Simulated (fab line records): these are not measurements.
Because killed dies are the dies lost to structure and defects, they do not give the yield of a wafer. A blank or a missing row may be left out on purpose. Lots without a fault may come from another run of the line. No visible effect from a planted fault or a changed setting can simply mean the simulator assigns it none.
Chamber matching -- flow n5-finfet -- rie-diel-03 running N5_BEOL_M7_STRIP_36: 4 sister chambers
The step strips in N2/H2. 20 wafers are shown with their chamber, then 10 later ones without.

== WAFERS, EACH WITH ITS CHAMBER ==
wafer,chamber,drypump-motor-current-A (A),showerhead-plenum-p-Torr (Torr),throttle-valve-pct (%)
L079.1,1,6.6,2.51,23.4
L079.5,3,6.5,2.68,23.6
L079.6,2,5.8,2.55,23.2
L080.1,1,6.6,2.51,23.4
L080.3,0,6.1,2.57,24.3
L080.5,1,6.6,2.51,23.4
L083.1,0,6.0,2.57,24.2
L083.5,0,6.1,2.57,24.3
L083.6,1,6.6,2.51,23.4
L084.3,2,5.8,2.55,23.2
L084.4,2,5.8,2.55,23.2
L084.6,0,6.1,2.57,24.2
L085.1,1,6.6,2.51,23.4
L085.3,3,6.5,2.68,23.6
L085.5,2,5.8,2.55,23.3
L086.1,0,6.1,2.56,24.3
L086.3,3,6.5,2.68,23.6
L086.6,2,5.8,2.55,23.2
L093.3,1,6.6,2.50,23.5
L093.5,1,6.6,2.50,23.4

SIGNATURES, as means of the wafers listed above
reading,chamber 0,chamber 1,chamber 2,chamber 3,scatter within a chamber
drypump-motor-current-A,6.080,6.600,5.800,6.500,0.0224
showerhead-plenum-p-Torr,2.5680,2.5071,2.5500,2.6800,0.00373
throttle-valve-pct,24.260,23.414,23.220,23.600,0.0423
Rule: a wafer's distance from a chamber is the root of the sum, over the readings, of the square of ((its reading less the chamber's mean) divided by the reading's scatter). If the next closest chamber is less than 2 further off than the closest, the wafer can't be placed; otherwise it belongs to the closest. How the scatter is found: for the shown wafers, subtract from each reading the mean of its chamber, square and add these, divide the total by (wafers less chambers), then take the root.

== WAFERS WITHOUT THEIR CHAMBER ==
wafer,drypump-motor-current-A (A),showerhead-plenum-p-Torr (Torr),throttle-valve-pct (%)
L093.6,5.8,2.55,23.2
L092.1,6.5,2.68,23.6
L092.2,6.6,2.50,23.4
L092.5,5.8,2.55,23.2
L094.2,6.1,2.56,24.3
L094.3,6.5,2.68,23.7
L094.6,6.5,2.67,23.7
L095.2,6.5,2.67,23.6
L095.5,6.0,2.56,24.3
L095.6,6.6,2.50,23.4

== WHICH CHAMBER EACH ONE RAN IN ==
wafer,from the rows above,in truth
L093.6,2,2
L092.1,3,3
L092.2,1,1
L092.5,2,2
L094.2,0,0
L094.3,3,3
L094.6,3,3
L095.2,3,3
L095.5,0,0
L095.6,1,1
10 of 10 placed correctly. From these rows, 0 cannot be placed. 0 placed wrongly.
